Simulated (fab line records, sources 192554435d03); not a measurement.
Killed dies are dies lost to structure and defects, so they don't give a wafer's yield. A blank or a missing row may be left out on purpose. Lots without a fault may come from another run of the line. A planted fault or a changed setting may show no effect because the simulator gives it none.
Chamber matching | flow n5_finfet | N5_SD_EPI_P_ETCHBACK_46 on rie_diel-04: 4 sister chambers
The step etches SiNx in CH3F/O2, stops on SiO2, target depth 17.5 nm. 8 wafers are shown with their chamber, then 7 later ones without.

WAFERS WITH THEIR CHAMBER
wafer  | chamber | throttle_valve_pct (%) | drypump_motor_current_A (A)
L390.5 | 2       | 16.09                  | 5.9
L394.3 | 1       | 16.68                  | 5.4
L394.6 | 3       | 16.37                  | 6.0
L398.2 | 3       | 16.38                  | 6.0
L398.3 | 2       | 16.11                  | 5.9
L398.5 | 0       | 16.42                  | 5.3
L399.1 | 0       | 16.44                  | 5.4
L399.4 | 1       | 16.69                  | 5.5

WAFERS WITHOUT THEIR CHAMBER
wafer  | throttle_valve_pct (%) | drypump_motor_current_A (A)
L399.6 | 16.45                  | 5.3
L402.4 | 16.45                  | 5.3
L402.5 | 16.44                  | 5.3
L402.6 | 16.72                  | 5.5
L403.1 | 16.46                  | 5.3
L403.2 | 16.15                  | 5.9
L403.6 | 16.45                  | 5.3

WHICH CHAMBER EACH WENT THROUGH
wafer  | from the rows above | in truth
L399.6 | 0                   | 0
L402.4 | 0                   | 0
L402.5 | 0                   | 0
L402.6 | 1                   | 1
L403.1 | 0                   | 0
L403.2 | 2                   | 2
L403.6 | 0                   | 0
Placed correctly: 7 of 7. Can't be placed from these rows: 0. Placed wrongly: 0.
How it was worked out, from the rows above alone: a wafer's distance from a chamber is the root of the sum, over the readings, of the square of ((its reading less the chamber's mean) divided by the reading's scatter). The wafer belongs to the nearest chamber; if the next one is less than 2 further off, it can't be placed. A chamber's mean is the mean of its shown wafers. The scatter: the root of (the sum of the squares of (reading less its chamber's mean) over the shown wafers, divided by (wafers less chambers)).
